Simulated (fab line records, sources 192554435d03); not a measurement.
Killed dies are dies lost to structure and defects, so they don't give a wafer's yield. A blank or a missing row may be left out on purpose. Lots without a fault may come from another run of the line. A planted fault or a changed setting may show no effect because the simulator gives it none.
Chamber matching | flow n5_finfet | N5_HKMG_FIN_ETCH_58 on rie_diel-01: 4 sister chambers
The step etches SOC in N2/H2, target depth 215.8 nm, time 741 s. 4 wafers are shown with their chamber, then 12 later ones without.

WAFERS WITH THEIR CHAMBER
wafer  | chamber | drypump_motor_current_A (A)
L083.6 | 0       | 5.46
L091.2 | 3       | 5.44
L092.2 | 1       | 5.12
L092.6 | 2       | 5.95

WAFERS WITHOUT THEIR CHAMBER
wafer  | drypump_motor_current_A (A)
L093.1 | 5.44
L093.2 | 5.48
L093.5 | 5.48
L094.1 | 5.52
L094.4 | 5.41
L094.6 | 5.41
L096.1 | 5.12
L096.4 | 5.41
L096.5 | 5.41
L097.3 | 5.42
L097.4 | 5.94
L097.5 | 5.12

WHICH CHAMBER EACH WENT THROUGH
wafer  | from the rows above     | in truth
L093.1 | can't be placed: 3 or 0 | 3
L093.2 | can't be placed: 0 or 3 | 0
L093.5 | can't be placed: 0 or 3 | 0
L094.1 | can't be placed: 0 or 3 | 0
L094.4 | can't be placed: 3 or 0 | 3
L094.6 | can't be placed: 3 or 0 | 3
L096.1 | 1                       | 1
L096.4 | can't be placed: 3 or 0 | 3
L096.5 | can't be placed: 3 or 0 | 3
L097.3 | can't be placed: 3 or 0 | 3
L097.4 | 2                       | 2
L097.5 | 1                       | 1
Placed correctly: 3 of 12. Can't be placed from these rows: 9 (the true chamber is among the candidates in 9). Placed wrongly: 0.
How it was worked out, from the rows above alone: a wafer's distance from a chamber is the root of the sum, over the readings, of the square of ((its reading less the chamber's mean) divided by the reading's scatter). The wafer belongs to the nearest chamber; if the next one is less than 2 further off, it can't be placed. A chamber's mean is the mean of its shown wafers. The scatter: with one shown wafer a chamber, the root of the mean of the squares of how far each hidden wafer lies from its nearest shown one.
